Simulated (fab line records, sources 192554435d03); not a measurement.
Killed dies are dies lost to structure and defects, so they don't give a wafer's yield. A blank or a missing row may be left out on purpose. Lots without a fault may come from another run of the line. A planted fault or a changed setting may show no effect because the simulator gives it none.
fab line records | flow n5_finfet
record lots=24 wafers=72 last_day=17
route steps=1938 shown SD_EPI_N@277 SD_EPI_P@304 ILD0@346 DUMMY_REMOVAL@378 HKMG_FIN@398
lots that met no fault: from a run of the same line without faults
start_h: hours from the record's first day to the start of the lot's first wafer shown | wait_h: hours since the lot's step before | " the same as in the row above | L1.1+2: a row that stands for several wafers | - no value, or no start given | * or withheld: withheld | < > ~ a bound
route shown NAME@n: a module of which the file shows steps, and the number in the route of the first | usual: mean/standard deviation of fault-free wafers | same: alike in all rows | chamber/n: place in a boat | sites: the reading at each site | _std_site: their standard deviation | _edge_site: outer sites' mean less inner sites' | radius_mm: how far each site lies from the wafer's centre | mask NAME#n: copy n | behind: the tool/chamber that last shaped the wafer | hold: why the lot was held/for how many hours/how that ended | device: the transistor (n, p or np) that didn't switch | end of line: the same wafers' tests at the end of the route | a step without rows: its recipe alone | killed: dies lost to structure and defects at the first sort, not the wafer's yield | map: a wafer's dies, x killed, . not, _ none there
set.NAME: the setting as run; set.NAME@STEP: as run at that earlier step | model.NAME: the simulator's own value behind a step, which no gauge read
steps of the route over a sample of lots; a table a step, a row a wafer
services: from which hour (start_h, from the record's first day; less than 0 if before it) a tool's chamber was out of use, for how many hours, and why
## steps
# step N5_SD_EPI_N_ETCHBACK_44
# recipe chemistry=CH3F/O2 mode=anisotropic_etchback target=SiNx target_depth_a=145 stop_on=SiO2 over_etch_frac=0.3 ion_energy_ev=120 pressure_mtorr=30 source_w=395 bias_w=73 Ar_flow_sccm=150 CH3F_flow_sccm=30 O2_flow_sccm=20
# usual CH3F_flow_sccm=30.00/0.097 chamber_pressure_mTorr=30.002/0.027 drypump_motor_current_A=5.7/0.58 oes_product_au=0.65/0.068 rf_vpp_V=301/7.3 showerhead_plenum_p_Torr=2.00/0.071 throttle_valve_pct=16.5/0.31
# columns lot.wafer tool chamber start_h wait_h CH3F_flow_sccm chamber_pressure_mTorr drypump_motor_current_A oes_product_au rf_hours_counter_h rf_vpp_V showerhead_plenum_p_Torr throttle_valve_pct
L074.2 rie_diel-05 0 49.15 0.0 30.01 30.015 4.8 0.61 193 301 1.92 16.6
L074.3 " 3 " " 30.10 29.998 6.4 0.61 219 309 2.05 16.5
L074.5 " 1 " " 29.95 30.014 5.3 0.61 - 298 1.89 16.6
L075.1 rie_diel-04 2 56.00 0.0 30.13 30.055 5.7 0.59 213 307 1.95 16.5
L075.3 " 0 " " 30.08 29.985 6.6 0.66 142 310 2.09 16.3
L075.5 " 3 " " 30.04 30.012 6.2 0.69 - 304 1.96 16.6
L076.1 rie_diel-06 2 61.53 0.0 30.04 30.010 5.1 0.72 46 308 2.15 16.1
L076.3 " 0 " " 30.04 30.025 6.2 0.61 203 292 1.97 16.7
L076.5 " 0 " " 30.02 29.980 6.2 0.61 - 292 1.97 16.6
L077.1 rie_diel-04 2 68.38 0.0 30.21 30.026 5.7 0.59 217 308 1.95 16.4
L077.3 " 0 " " 29.99 30.045 6.7 0.66 146 311 2.08 16.3
L077.6 " 2 " " 30.09 30.033 5.7 0.59 - 307 1.95 16.5
L078.1 rie_diel-06 3 74.50 0.0 29.96 30.054 5.9 0.72 57 310 2.02 16.2
L078.3 " 2 " " 30.04 29.981 5.1 0.72 51 306 2.14 16.1
L078.6 " 1 " " 30.09 29.956 4.8 0.63 - 288 1.98 16.4
L079.1 rie_diel-04 3 81.59 0.0 29.96 29.992 6.2 0.68 89 304 1.96 16.6
L079.3 " 0 " " 30.08 29.995 6.7 0.66 151 312 2.08 16.3
L079.6 " 1 " " 29.85 30.018 5.9 0.62 - 293 2.08 17.0
L080.1 rie_diel-04 1 89.71 0.0 30.04 29.990 5.8 0.62 203 292 2.08 17.0
L080.3 " 3 " " 30.20 30.017 6.2 0.69 92 306 1.95 16.6
L080.5 " 2 " " 29.93 30.022 5.7 0.59 - 309 1.95 16.5
L081.2 rie_diel-05 0 90.96 0.0 30.11 30.038 4.8 0.60 209 301 1.91 16.7
L081.3 " 1 " " 30.00 29.956 5.3 0.59 221 298 1.88 16.7
L081.5 " 0 " " 29.89 29.996 4.8 0.61 - 300 1.91 16.6
L082.1 rie_diel-04 2 100.51 0.0 30.09 30.036 5.7 0.58 228 308 1.95 16.5
L082.2 " 0 " " 29.92 29.988 6.6 0.65 157 311 2.08 16.3
L082.3 " 3 " " 29.94 29.993 6.2 0.67 95 304 1.95 16.6
L083.2 rie_diel-05 2 105.29 0.0 30.08 29.934 5.3 0.78 19 296 2.01 15.8
L083.4 " 1 " " 29.95 29.991 5.3 0.59 225 300 1.88 16.7
L083.5 " 2 " " 30.03 30.032 5.3 0.77 - 296 2.01 15.8
L084.2 rie_diel-04 1 109.26 0.0 30.09 30.032 5.8 0.60 209 291 2.07 17.0
L084.3 " 3 " " 30.07 30.017 6.2 0.69 97 305 1.95 16.6
L084.5 " 2 " " 30.04 30.059 5.7 0.58 - 308 1.95 16.5
L085.3 rie_diel-05 1 116.88 0.0 29.77 29.981 5.3 0.59 229 298 1.88 16.7
L085.4 " 0 " " 30.02 29.951 4.8 0.59 218 301 1.91 16.6
L085.6 " 3 " " 29.91 29.998 6.3 0.60 - 307 2.05 16.5
L086.1 rie_diel-06 0 121.59 0.0 30.12 29.949 6.2 0.60 224 290 1.96 16.7
L086.3 " 2 " " 30.13 30.018 5.1 0.69 66 306 2.14 16.2
L086.4 " 3 " " 29.92 30.031 5.8 0.70 73 311 2.02 16.2
L087.1 rie_diel-04 3 127.09 0.0 30.01 29.980 6.2 0.68 103 305 1.95 16.6
L087.3 " 2 " " 29.92 30.000 5.7 0.57 238 307 1.94 16.5
L087.6 " 1 " " 29.85 30.038 5.9 0.60 - 291 2.07 17.0
L088.1 rie_diel-04 0 133.13 0.0 29.97 30.018 6.7 0.64 169 309 2.08 16.3
L088.3 " 3 " " 29.98 30.006 6.2 0.67 105 306 1.95 16.6
L088.5 " 2 " " 30.04 30.048 5.7 0.57 - 307 1.94 16.5
L089.4 rie_diel-04 1 139.99 0.1 30.03 30.016 5.9 0.60 - 292 2.07 17.0
L089.5 " 2 " " 30.03 29.953 5.7 0.58 - 306 1.94 16.5
L089.6 " 3 " " 29.99 29.963 6.2 0.68 - 304 1.95 16.6
L090.1 rie_diel-05 2 145.37 0.0 29.96 30.011 5.3 0.75 35 296 2.01 15.8
L090.2 " 0 " " 29.98 29.961 4.8 0.59 230 301 1.91 16.7
L090.5 " 2 " " 29.92 30.012 5.3 0.76 - 297 2.01 15.8
L091.2 rie_diel-05 3 152.94 0.0 30.10 30.024 6.3 0.84 0 307 2.04 16.1
L091.3 " 1 " " 29.94 29.979 5.3 0.58 244 297 1.87 16.7
L091.4 " 2 " " 30.11 29.985 5.3 0.75 39 296 2.01 15.8
L092.2 rie_diel-06 1 158.46 0.0 30.10 30.012 4.8 0.61 199 290 1.97 16.5
L092.5 " 2 " " 29.83 30.006 5.1 0.68 - 306 2.13 16.2
L092.6 " 1 " " 30.14 30.031 4.8 0.60 - 289 1.97 16.5
L093.2 rie_diel-06 3 165.58 0.0 29.89 30.000 5.9 0.68 91 310 2.01 16.3
L093.4 " 0 " " 30.05 29.930 6.3 0.59 239 292 1.95 16.7
L093.5 " 3 " " 30.02 29.972 5.9 0.69 - 309 2.01 16.3
L094.1 rie_diel-05 3 169.30 0.0 29.99 30.028 6.3 0.81 5 308 2.04 16.1
L094.4 " 2 " " 30.12 30.003 5.3 0.74 44 296 2.01 15.8
L094.6 " 3 " " 29.88 29.958 6.3 0.81 - 306 2.04 16.1
L095.1 rie_diel-04 1 175.06 0.0 29.97 30.024 5.9 0.59 236 292 2.06 17.0
L095.3 " 3 " " 29.89 30.010 6.2 0.65 124 304 1.94 16.7
L095.4 " 0 " " 29.98 30.025 6.7 0.63 - 312 2.07 16.4
L096.1 rie_diel-05 1 188.30 0.0 29.99 30.000 5.3 0.84 0 303 2.12 16.3
L096.3 " 3 " " 30.02 30.028 6.3 0.79 12 308 2.04 16.1
L096.4 " 0 " " 29.80 30.026 4.8 0.57 245 299 1.90 16.7
L097.2 rie_diel-04 0 194.16 0.0 29.96 29.985 6.7 0.63 189 310 2.07 16.4
L097.5 " 2 " " 30.01 30.011 5.7 0.83 - 307 1.94 16.1
L097.6 " 3 " " 29.88 30.010 6.2 0.66 - 304 1.94 16.7
# step N5_SD_EPI_P_OVL_MEAS_10
# recipe points_per_wafer=44
# usual SD_P_BLK_OVL=-0.3/0.79
# columns lot.wafer tool chamber start_h wait_h SD_P_BLK_OVL[nm]
L074.2 overlay-02 0 53.96 0.0 -0.4
L074.3 " 0 " " 0.0
L074.5 " 0 " " -0.2
L075.1 overlay-01 0 59.95 0.0 -1.1
L075.3 " 0 " " -0.4
L075.5 " 0 " " -1.4
L076.1 overlay-02 0 65.47 0.0 0.4
L076.3 " 0 " " 0.6
L076.5 " 0 " " 0.4
L077.1 overlay-01 0 72.35 0.0 -0.6
L077.3 " 0 " " -2.5
L077.6 " 0 " " -0.2
L078.1 overlay-02 0 78.33 0.0 -1.1
L078.3 " 0 " " -0.5
L078.6 " 0 " " 0.5
L079.1 overlay-02 0 85.54 0.0 0.8
L079.3 " 0 " " -0.3
L079.6 " 0 " " -0.5
L080.1 overlay-01 0 93.60 0.0 0.0
L080.3 " 0 " " -0.1
L080.5 " 0 " " 0.0
L081.2 overlay-02 0 96.94 0.0 0.3
L081.3 " 0 " " -1.0
L081.5 " 0 " " -0.2
L082.1 overlay-01 0 104.46 0.1 -1.1
L082.2 " 0 " " 0.3
L082.3 " 0 " " -0.9
L083.2 overlay-02 0 109.12 0.0 -0.8
L083.4 " 0 " " -0.4
L083.5 " 0 " " -0.2
L084.2 overlay-02 0 113.21 0.0 -1.6
L084.3 " 0 " " -0.4
L084.5 " 0 " " -0.4
L085.3 overlay-01 0 120.74 0.0 -1.5
L085.4 " 0 " " -0.2
L085.6 " 0 " " -0.1
L086.1 overlay-01 0 125.55 0.0 -1.2
L086.3 " 0 " " -2.2
L086.4 " 0 " " 0.1
L087.1 overlay-01 0 131.04 0.0 0.6
L087.3 " 0 " " -0.4
L087.6 " 0 " " 0.3
L088.1 overlay-02 0 137.16 0.0 0.1
L088.3 " 0 " " 0.2
L088.5 " 0 " " 0.6
L089.4 overlay-01 0 143.92 0.0 -0.7
L089.5 " 0 " " 0.4
L089.6 " 0 " " -0.1
L090.1 overlay-02 0 149.33 0.0 -0.9
L090.2 " 0 " " -2.0
L090.5 " 0 " " -1.2
L091.2 overlay-02 0 156.89 0.0 -0.5
L091.3 " 0 " " 0.1
L091.4 " 0 " " -0.1
L092.2 overlay-02 0 162.45 0.0 -0.2
L092.5 " 0 " " -0.4
L092.6 " 0 " " -0.6
L093.2 overlay-02 0 169.41 0.0 0.7
L093.4 " 0 " " 0.4
L093.5 " 0 " " 1.3
L094.1 overlay-02 0 173.67 0.0 0.1
L094.4 " 0 " " 0.2
L094.6 " 0 " " 0.2
L095.1 overlay-02 0 178.89 0.0 -0.6
L095.3 " 0 " " -0.2
L095.4 " 0 " " 0.3
L096.1 overlay-01 0 192.23 0.0 -0.3
L096.3 " 0 " " -0.4
L096.4 " 0 " " 0.4
L097.2 overlay-02 0 198.12 0.0 -1.4
L097.5 " 0 " " -2.0
L097.6 " 0 " " -1.9
# step N5_ILD0_INSPECT_06
# recipe inspect_instrument=darkfield mode=post_cmp
# usual raw_defect_count=44/18
# columns lot.wafer tool chamber start_h wait_h raw_defect_count
L074.2 defect_inspect-02 - 66.91 0.0 41
L074.3 " - " " 17
L074.5 " - " " 43
L075.1 defect_inspect-01 - 70.93 0.0 56
L075.3 " - " " 62
L075.5 " - " " 45
L076.1 defect_inspect-01 - 76.27 0.0 43
L076.3 " - " " 28
L076.5 " - " " 47
L077.1 defect_inspect-02 - 83.41 0.0 72
L077.3 " - " " 38
L077.6 " - " " 35
L078.1 defect_inspect-01 - 90.78 0.0 41
L078.3 " - " " 52
L078.6 " - " " 39
L079.1 defect_inspect-02 - 97.73 0.0 41
L079.3 " - " " 27
L079.6 " - " " 50
L080.1 defect_inspect-02 - 104.49 0.0 44
L080.3 " - " " 24
L080.5 " - " " 38
L081.2 defect_inspect-02 - 107.84 0.0 11
L081.3 " - " " 24
L081.5 " - " " 19
L082.1 defect_inspect-01 - 116.54 0.0 40
L082.2 " - " " 48
L082.3 " - " " 46
L083.2 defect_inspect-02 - 122.42 0.0 71
L083.4 " - " " 86
L083.5 " - " " 75
L084.2 defect_inspect-02 - 124.29 0.0 65
L084.3 " - " " 34
L084.5 " - " " 31
L085.3 defect_inspect-02 - 132.00 0.0 62
L085.4 " - " " 42
L085.6 " - " " 59
L086.1 defect_inspect-01 - 136.47 0.0 36
L086.3 " - " " 75
L086.4 " - " " 22
L087.1 defect_inspect-01 - 142.26 0.0 41
L087.3 " - " " 24
L087.6 " - " " 37
L088.1 defect_inspect-02 - 148.67 0.0 41
L088.3 " - " " 64
L088.5 " - " " 74
L089.4 defect_inspect-01 - 155.22 0.0 59
L089.5 " - " " 25
L089.6 " - " " 61
L090.1 defect_inspect-01 - 160.36 0.0 47
L090.2 " - " " 53
L090.5 " - " " 79
L091.2 defect_inspect-01 - 167.87 0.0 89
L091.3 " - " " 57
L091.4 " - " " 79
L092.2 defect_inspect-02 - 173.26 0.0 37
L092.5 " - " " 17
L092.6 " - " " 21
L093.2 defect_inspect-01 - 182.43 0.0 39
L093.4 " - " " 27
L093.5 " - " " 42
L094.1 defect_inspect-01 - 185.74 0.0 40
L094.4 " - " " 41
L094.6 " - " " 40
L095.1 defect_inspect-01 - 189.71 0.0 41
L095.3 " - " " 20
L095.4 " - " " 46
L096.1 defect_inspect-01 - 204.08 0.0 36
L096.3 " - " " 37
L096.4 " - " " 35
L097.2 defect_inspect-01 - 210.33 0.0 30
L097.5 " - " " 45
L097.6 " - " " 42
# step N5_DUMMY_REMOVAL_STRIP_10
# recipe chemistry=N2/H2 time_s=40 power_w=100 temp_c=40 pressure_mtorr=100 rf_frequency_hz=6e+07 bias_power_w=3 n2_flow_sccm=300 h2_flow_sccm=300
# usual chamber_pressure_mTorr=99.99/0.082 drypump_motor_current_A=5.8/0.43 oes_product_au=0.76/0.084 rf_vpp_V=45.4/0.74 showerhead_plenum_p_Torr=3.42/0.095 throttle_valve_pct=12.32/0.24
# columns lot.wafer tool chamber start_h wait_h chamber_pressure_mTorr drypump_motor_current_A oes_product_au rf_hours_counter_h rf_vpp_V showerhead_plenum_p_Torr throttle_valve_pct
L074.2 rie_diel-03 3 72.61 0.0 99.89 6.6 0.99 2 45.7 3.58 11.84
L074.3 " 2 " " 100.08 6.4 0.76 135 45.0 3.36 12.04
L074.5 " 0 " " 99.82 6.1 0.77 - 45.4 3.51 11.99
L075.1 rie_diel-01 2 75.51 0.0 100.02 5.4 0.90 28 45.5 3.46 12.45
L075.3 " 0 " " 100.01 5.1 0.76 143 46.5 3.52 12.19
L075.5 " 2 " " 100.03 5.5 0.90 - 44.2 3.46 12.46
L076.1 rie_diel-03 2 80.76 0.0 99.91 6.4 0.76 137 45.3 3.36 12.05
L076.3 " 0 " " 100.11 6.1 0.78 132 45.3 3.51 11.97
L076.5 " 2 " " 100.06 6.4 0.76 - 44.7 3.36 12.04
L077.1 rie_diel-03 3 87.94 0.0 99.93 6.6 0.96 6 45.8 3.58 11.87
L077.3 " 2 " " 99.90 6.4 0.76 139 43.9 3.36 12.04
L077.6 " 2 " " 99.98 6.4 0.76 - 44.6 3.36 12.04
L078.1 rie_diel-01 2 96.99 0.0 100.09 5.4 0.88 37 45.1 3.46 12.48
L078.3 " 1 " " 100.08 5.7 0.67 223 45.7 3.34 12.35
L078.6 " 0 " " 99.88 5.1 0.75 - 46.1 3.51 12.19
L079.1 rie_diel-02 1 102.82 0.0 99.86 5.7 0.74 167 44.5 3.23 12.54
L079.3 " 2 " " 99.98 6.0 0.77 152 45.4 3.52 12.40
L079.6 " 2 " " 99.98 6.0 0.77 - 45.8 3.52 12.40
L080.1 rie_diel-01 0 109.85 0.0 99.89 5.1 0.75 155 45.5 3.51 12.20
L080.3 " 1 " " 100.12 5.7 0.67 227 45.6 3.34 12.36
L080.5 " 0 " " 99.97 5.1 0.75 - 46.4 3.51 12.21
L081.2 rie_diel-03 1 112.91 0.0 99.89 5.7 0.76 154 45.3 3.36 12.39
L081.3 " 3 " " 99.99 6.6 0.94 13 43.9 3.58 11.86
L081.5 " 1 " " 100.05 5.7 0.74 - 45.7 3.36 12.41
L082.1 rie_diel-03 3 122.27 0.0 99.93 6.6 0.93 17 46.6 3.58 11.88
L082.2 " 0 " " 100.03 6.1 0.77 145 45.0 3.50 12.02
L082.3 " 1 " " 100.13 5.7 0.73 157 45.6 3.36 12.41
L083.2 rie_diel-01 0 126.93 0.0 100.09 5.2 0.74 161 46.8 3.51 12.22
L083.4 " 1 " " 100.07 5.7 0.66 232 45.3 3.33 12.38
L083.5 " 0 " " 99.98 5.1 0.74 - 45.2 3.51 12.22
L084.2 rie_diel-01 1 129.29 0.0 100.02 5.6 0.67 233 44.8 3.33 12.37
L084.3 " 2 " " 100.08 5.5 0.89 47 44.4 3.45 12.50
L084.5 " 0 " " 100.00 5.1 0.75 - 45.0 3.51 12.23
L085.3 rie_diel-01 3 137.07 0.0 100.10 6.4 0.68 229 46.5 3.33 12.27
L085.4 " 0 " " 100.01 5.1 0.75 163 45.3 3.51 12.23
L085.6 " 2 " " 100.03 5.4 0.88 - 47.3 3.45 12.51
L086.1 rie_diel-02 3 141.19 0.0 99.92 5.8 0.70 196 45.4 3.34 12.74
L086.3 " 0 " " 99.95 6.0 0.69 231 45.1 3.49 12.55
L086.4 " 1 " " 100.01 5.7 0.73 177 45.3 3.22 12.55
L087.1 rie_diel-01 3 147.20 0.0 100.06 6.4 0.68 232 44.4 3.33 12.28
L087.3 " 1 " " 100.01 5.7 0.66 238 44.4 3.33 12.38
L087.6 " 1 " " 99.94 5.7 0.66 - 45.0 3.33 12.38
L088.1 rie_diel-03 3 153.30 0.0 100.18 6.6 0.91 26 45.3 3.57 11.91
L088.3 " 2 " " 99.97 6.4 0.74 159 45.4 3.35 12.08
L088.5 " 2 " " 99.90 6.4 0.74 - 45.9 3.35 12.08
L089.4 rie_diel-01 2 159.62 0.0 99.90 5.5 0.86 56 44.3 3.45 12.53
L089.5 " 2 " " 100.01 5.4 0.85 - 44.8 3.45 12.54
L089.6 " 1 " " 99.91 5.7 0.66 - 44.3 3.33 12.39
L090.1 rie_diel-02 0 164.92 0.0 100.00 5.9 0.70 239 46.9 3.49 12.57
L090.2 " 1 " " 99.88 5.7 0.72 186 45.5 3.22 12.57
L090.5 " 3 " " 99.93 5.8 0.70 - 45.6 3.33 12.74
L091.2 rie_diel-01 2 172.58 0.0 99.94 5.4 0.85 61 45.9 3.44 12.55
L091.3 " 0 " " 100.02 5.1 0.74 172 46.4 3.50 12.24
L091.4 " 3 " " 100.09 6.3 0.67 241 45.5 3.32 12.31
L092.2 rie_diel-03 0 178.44 0.0 100.12 6.1 0.75 161 45.6 3.49 12.08
L092.5 " 1 " " 99.92 5.7 0.73 - 45.6 3.35 12.44
L092.6 " 2 " " 99.94 6.5 0.73 - 45.6 3.34 12.10
L093.2 rie_diel-01 1 186.99 0.0 99.94 5.6 0.67 250 44.7 3.32 12.41
L093.4 " 0 " " 99.90 5.1 0.74 176 45.6 3.50 12.25
L093.5 " 1 " " 100.13 5.7 0.67 - 45.5 3.32 12.43
L094.1 rie_diel-02 1 191.09 0.0 100.01 5.7 0.73 193 43.9 3.21 12.59
L094.4 " 0 " " 99.87 5.9 0.68 247 45.2 3.48 12.58
L094.6 " 3 " " 100.10 5.8 0.69 - 46.3 3.33 12.77
L095.1 rie_diel-02 0 194.61 0.0 100.08 6.0 0.68 248 46.5 3.48 12.60
L095.3 " 1 " " 99.92 5.7 0.72 194 44.0 3.21 12.59
L095.4 " 2 " " 99.87 6.0 0.75 181 46.0 3.51 12.47
L096.1 rie_diel-03 1 208.60 0.0 100.04 5.7 0.73 179 44.1 3.35 12.49
L096.3 " 0 " " 100.08 6.1 0.75 169 46.2 3.49 12.09
L096.4 " 3 " " 100.03 6.6 0.88 42 46.3 3.56 11.95
L097.2 rie_diel-01 0 214.90 0.0 99.95 5.2 0.71 188 45.2 3.49 12.30
L097.5 " 0 " " 99.96 5.1 0.72 - 45.2 3.49 12.28
L097.6 " 2 " " 100.00 5.5 0.83 - 44.8 3.43 12.59
# step N5_HKMG_FIN_CD_MEAS_49
# recipe target_cd_nm=202 landing_energy_ev=500 detector=se_inlens polarity=opening
# usual cd_nm=201.8/0.64
# columns lot.wafer tool chamber start_h wait_h cd_nm
L074.2 cd_sem-01 0 74.41 - 201.9
L074.3 " 0 " " 202.3
L074.5 " 0 " " 202.1
L075.1 cd_sem-02 0 77.30 - 201.3
L075.3 " 0 " " 201.4
L075.5 " 0 " " 202.4
L076.1 cd_sem-01 0 82.30 - 201.9
L076.3 " 0 " " 200.9
L076.5 " 0 " " 202.3
L077.1 cd_sem-01 0 89.62 - 202.1
L077.3 " 0 " " 202.2
L077.6 " 0 " " 201.3
L078.1 cd_sem-01 0 98.70 - 202.7
L078.3 " 0 " " 200.4
L078.6 " 0 " " 201.6
L079.1 cd_sem-02 0 104.46 - 202.1
L079.3 " 0 " " 201.5
L079.6 " 0 " " 201.4
L080.1 cd_sem-03 0 111.19 - 200.4
L080.3 " 0 " " 201.3
L080.5 " 0 " " 200.7
L081.2 cd_sem-03 0 114.25 - 203.1
L081.3 " 0 " " 201.8
L081.5 " 0 " " 202.8
L082.1 cd_sem-02 0 123.79 - 201.6
L082.2 " 0 " " 201.9
L082.3 " 0 " " 202.1
L083.2 cd_sem-02 0 128.27 - 200.9
L083.4 " 0 " " 202.2
L083.5 " 0 " " 202.2
L084.2 cd_sem-02 0 130.66 - 200.8
L084.3 " 0 " " 201.6
L084.5 " 0 " " 202.0
L085.3 cd_sem-03 0 138.68 - 201.7
L085.4 " 0 " " 202.6
L085.6 " 0 " " 202.1
L086.1 cd_sem-02 0 142.53 - 202.3
L086.3 " 0 " " 202.6
L086.4 " 0 " " 201.8
L087.1 cd_sem-02 0 148.79 - 202.5
L087.3 " 0 " " 202.2
L087.6 " 0 " " 201.1
L088.1 cd_sem-02 0 154.77 - 201.1
L088.3 " 0 " " 201.0
L088.5 " 0 " " 201.4
L089.4 cd_sem-01 0 162.31 - 201.2
L089.5 " 0 " " 201.8
L089.6 " 0 " " 201.5
L090.1 cd_sem-03 0 166.45 - 201.7
L090.2 " 0 " " 203.1
L090.5 " 0 " " 202.7
L091.2 cd_sem-01 0 174.26 - 202.7
L091.3 " 0 " " 202.4
L091.4 " 0 " " 201.4
L092.2 cd_sem-02 0 179.86 - 201.7
L092.5 " 0 " " 201.5
L092.6 " 0 " " 202.1
L093.2 cd_sem-03 0 188.47 - 201.0
L093.4 " 0 " " 201.7
L093.5 " 0 " " 202.3
L094.1 cd_sem-02 0 192.45 - 201.4
L094.4 " 0 " " 201.8
L094.6 " 0 " " 200.6
L095.1 cd_sem-02 0 196.08 - 201.2
L095.3 " 0 " " 202.2
L095.4 " 0 " " 201.2
L096.1 cd_sem-03 0 209.94 - 201.8
L096.3 " 0 " " 202.7
L096.4 " 0 " " 201.8
L097.2 cd_sem-01 0 216.36 - 201.2
L097.5 " 0 " " 202.6
L097.6 " 0 " " 201.6
# step N5_HKMG_FIN_STRIP_60
# recipe chemistry=N2/H2 power_w=2500 temp_c=300 h2_frac=0.65 time_s=360 pressure_mtorr=withheld n2_flow_sccm=1750 h2_flow_sccm=3250
# usual drypump_motor_current_A=5.68/0.055 heater_power_w=477/32
# columns lot.wafer tool chamber start_h wait_h drypump_motor_current_A heater_power_w rf_hours_counter_h
L074.2 plasma_asher-02 0 75.48 0.0 5.77 514 34
L074.3 " 0 " " 5.73 505 -
L074.5 " 1 " " 5.75 518 -
L075.1 plasma_asher-01 1 78.27 0.0 5.57 449 92
L075.3 " 1 " " 5.60 464 -
L075.5 " 0 " " 5.64 449 -
L076.1 plasma_asher-01 0 83.34 0.0 5.66 434 94
L076.3 " 1 " " 5.63 455 -
L076.5 " 1 " " 5.63 457 -
L077.1 plasma_asher-01 1 90.81 0.0 5.63 460 96
L077.3 " 1 " " 5.63 459 -
L077.6 " 1 " " 5.66 458 -
L078.1 plasma_asher-02 1 100.13 0.0 5.76 525 39
L078.3 " 0 " " 5.71 503 -
L078.6 " 1 " " 5.77 515 -
L079.1 plasma_asher-01 0 105.43 0.0 5.63 434 97
L079.3 " 1 " " 5.65 458 -
L079.6 " 1 " " 5.65 460 -
L080.1 plasma_asher-02 0 112.20 0.0 5.68 503 41
L080.3 " 1 " " 5.76 513 -
L080.5 " 1 " " 5.75 521 -
L081.2 plasma_asher-02 1 115.22 0.0 5.76 514 42
L081.3 " 0 " " 5.71 501 -
L081.5 " 1 " " 5.77 529 -
L082.1 plasma_asher-01 0 124.76 0.0 5.66 445 102
L082.2 " 1 " " 5.64 456 102
L082.3 " 1 " " 5.61 445 -
L083.2 plasma_asher-01 1 129.33 0.1 5.60 456 103
L083.4 " 0 " " 5.63 428 -
L083.5 " 0 " " 5.65 447 -
L084.2 plasma_asher-01 0 131.62 0.0 5.62 436 104
L084.3 " 1 " " 5.63 464 -
L084.5 " 0 " " 5.63 442 -
L085.3 plasma_asher-01 1 139.76 0.1 5.65 452 -
L085.4 " 0 " " 5.65 442 -
L085.6 " 0 " " 5.62 445 -
L086.1 plasma_asher-01 0 143.50 0.0 5.61 453 110
L086.3 " 1 " " 5.60 450 -
L086.4 " 0 " " 5.66 431 -
L087.1 plasma_asher-01 1 149.76 0.0 5.64 455 111
L087.3 " 0 " " 5.61 446 -
L087.6 " 0 " " 5.61 453 -
L088.1 plasma_asher-01 0 155.78 0.0 5.61 433 112
L088.3 " 0 " " 5.60 431 -
L088.5 " 1 " " 5.63 455 -
L089.4 plasma_asher-02 0 163.39 0.1 5.73 519 -
L089.5 " 1 " " 5.72 530 -
L089.6 " 0 " " 5.74 514 -
L090.1 plasma_asher-01 0 167.42 0.0 5.62 450 114
L090.2 " 1 " " 5.63 452 114
L090.5 " 0 " " 5.61 444 -
L091.2 plasma_asher-02 1 175.35 0.0 5.74 505 50
L091.3 " 0 " " 5.69 501 -
L091.4 " 1 " " 5.71 524 -
L092.2 plasma_asher-02 0 180.83 0.0 5.68 514 51
L092.5 " 0 " " 5.68 508 -
L092.6 " 1 " " 5.75 520 -
L093.2 plasma_asher-02 1 189.44 0.0 5.74 515 52
L093.4 " 0 " " 5.73 516 -
L093.5 " 1 " " 5.75 511 -
L094.1 plasma_asher-01 0 193.42 0.0 5.64 445 119
L094.4 " 1 " " 5.63 447 -
L094.6 " 1 " " 5.64 448 -
L095.1 plasma_asher-02 0 197.35 0.0 5.67 507 54
L095.3 " 1 " " 5.74 514 -
L095.4 " 0 " " 5.70 511 -
L096.1 plasma_asher-02 1 210.94 0.0 5.75 511 57
L096.3 " 1 " " 5.74 516 -
L096.4 " 0 " " 5.71 497 -
L097.2 plasma_asher-02 0 217.33 0.0 5.71 506 58
L097.5 " 1 " " 5.74 509 -
L097.6 " 0 " " 5.68 502 -
## services
# columns tool chamber start_h hours kind
rie_diel-01 1 50.76 6.3 repair
rie_diel-05 - 61.60 0.2 repair
rie_diel-01 3 70.53 31.2 repair
plasma_asher-02 - 126.47 15.6 pm
rie_diel-04 0 138.65 5.3 repair
rie_diel-01 0 140.58 7.1 repair
rie_diel-01 - 143.86 3.3 repair
rie_diel-06 0 147.08 5.7 repair
rie_diel-03 1 147.36 3.3 repair
rie_diel-04 2 159.67 - clean
rie_diel-04 2 159.67 - consumable_replace:focus_ring
rie_diel-04 2 159.67 21.8 scheduled_down
rie_diel-04 2 159.67 21.8 vent_cycle
rie_diel-03 - 160.73 0.5 repair
rie_diel-01 1 187.49 - clean
rie_diel-01 1 187.49 - consumable_replace:focus_ring
rie_diel-01 1 187.49 23.4 scheduled_down
rie_diel-01 1 187.49 23.4 vent_cycle
rie_diel-03 - 198.08 1.1 repair
rie_diel-03 - 199.54 2.6 repair
rie_diel-01 3 213.02 48.6 repair
rie_diel-04 1 214.39 - clean
rie_diel-04 1 214.39 - consumable_replace:focus_ring
rie_diel-03 0 216.61 2.9 repair
## key
fault none
